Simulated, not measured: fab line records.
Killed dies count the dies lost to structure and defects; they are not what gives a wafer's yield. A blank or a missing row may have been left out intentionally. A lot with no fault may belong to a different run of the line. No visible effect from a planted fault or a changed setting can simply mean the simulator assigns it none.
Matching of chambers ; flow n5 finfet ; N5_BEOL_M3_PECVD_72 on pecvd-01 has 3 sister chambers
The step deposits SiO2 from TEOS/O2, target thk 16 nm, time 18 s. 3 wafers are shown with their chamber, then 8 later ones without.

WAFERS, EACH WITH ITS CHAMBER
wafer;chamber;throttle valve pct (%)
L090.4;0;25.1
L090.6;2;20.2
L095.1;1;24.5

WAFERS MISSING THEIR CHAMBER
wafer;throttle valve pct (%)
L095.4;20.1
L095.5;25.0
L096.2;20.2
L096.4;24.4
L096.6;20.3
L097.4;20.2
L097.5;24.9
L097.6;24.4

CHAMBER TAKEN BY EACH
wafer;from the rows above;in truth
L095.4;2;2
L095.5;0;0
L096.2;2;2
L096.4;1;1
L096.6;2;2
L097.4;2;2
L097.5;can't be placed: 0 or 1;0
L097.6;1;1
Correctly placed: 7 of 8. These rows do not allow placing 1 (true chamber among the candidates in 1). Number placed wrongly: 0.
How it was worked out, from the rows above alone: a wafer's distance from a chamber is the root of the sum, over the readings, of the square of ((its reading less the chamber's mean) divided by the reading's scatter). If the next closest chamber is less than 2 further off than the closest, the wafer can't be placed; otherwise it belongs to the closest. For every chamber, the mean is computed from those of its wafers that are shown. The scatter: with one shown wafer a chamber, the root of the mean of the squares of how far each hidden wafer lies from its nearest shown one.
